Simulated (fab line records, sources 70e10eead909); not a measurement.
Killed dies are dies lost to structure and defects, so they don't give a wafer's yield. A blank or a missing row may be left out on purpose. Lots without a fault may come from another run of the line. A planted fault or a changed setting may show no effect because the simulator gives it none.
Which tool did it? | flow nand_harc | 6 lots, 18 wafers sampled, at 5 steps of a route of 1302

WHAT THE GAUGES READ, wafer by wafer
NHARC_END_SORT_01.
lot  | measured     | on        | killed_at_array
L412 | day 31 01:01 | prober-02 | 677 674 675

WHICH TOOL RAN EACH LOT (tool, then ch and the chambers of the sampled wafers, then the start)
lot  | NHARC_A_WL_FILL_STRIP_27             | NHARC_A_WL_FILL_ETCHBACK_16                   | NHARC_A_WL_FILL_STRIP_29           | NHARC_A_WL_FILL_ETCHBACK_26
L396 | plasma_asher-01 ch 0,1, day 20 21:23 | rie_diel-07 ch 0,2, day 21 08:18 or earlier   | rie_diel-07 ch 0,1,3, day 21 08:18 | rie_si-04 ch 0,1, day 21 12:31
L399 | plasma_asher-02 ch 0,1, day 22 08:18 | rie_diel-11 ch 0,1,3, day 22 20:49 or earlier | rie_diel-11 ch 1,2, day 22 20:49   | rie_si-04 ch 0,3, day 23 02:04
L401 | plasma_asher-02 ch 0,1, day 23 01:56 | rie_diel-08 ch 0,1,2, day 23 13:40 or earlier | rie_diel-08 ch 0,1, day 23 13:40   | rie_si-04 ch 2,3, day 23 18:59
L406 | plasma_asher-02 ch 0,1, day 25 09:48 | rie_diel-07 ch 0,2, day 25 19:26 or earlier   | rie_diel-07 ch 0,1,3, day 25 19:26 | rie_si-04 ch 0,1,3, day 26 01:43
L412 | plasma_asher-02 ch 0,1, day 26 17:51 | rie_diel-11 ch 0,1,3, day 27 05:19 or earlier | rie_diel-11 ch 2,3, day 27 05:19   | rie_si-03 ch 0,2,3, day 27 10:37
L418 | plasma_asher-02 ch 0,1, day 29 13:52 | rie_diel-07 ch 1,3, day 30 00:56 or earlier   | rie_diel-07 ch 0,1, day 30 00:56   | rie_si-03 ch 0,1,3, day 30 06:13
- NHARC_A_WL_FILL_STRIP_27: strips in N2/H2, time 20 s.
- NHARC_A_WL_FILL_ETCHBACK_16: etches the open film in C4F8/O2/Ar, target depth 120 nm, time 24 s.
- NHARC_A_WL_FILL_STRIP_29: strips in O2, time 20 s.
- NHARC_A_WL_FILL_ETCHBACK_26: etches the open film in HBr, target depth 52 nm, time 13.3 s.

THE ANSWER, worked out from the rows above alone
Rule: what is usual is taken from the lots themselves. Put in order of their means at a reading, lots are off if they are a third of the lots or fewer, leave a main group of 4 or more, and stand apart from it by a gap of 3 or more times the standard deviation of the main group's means; of several such gaps the widest counts. A main group whose means are all the same, to the digits that the tables above print for the reading, isn't used. A lot without any number at a reading at which 4 lots or more have one is off too. The other lots that the step has rows for count as sound.
No lot is off at any reading shown: from this, nothing can be told.

WHAT THE SIMULATOR HAD PUT IN
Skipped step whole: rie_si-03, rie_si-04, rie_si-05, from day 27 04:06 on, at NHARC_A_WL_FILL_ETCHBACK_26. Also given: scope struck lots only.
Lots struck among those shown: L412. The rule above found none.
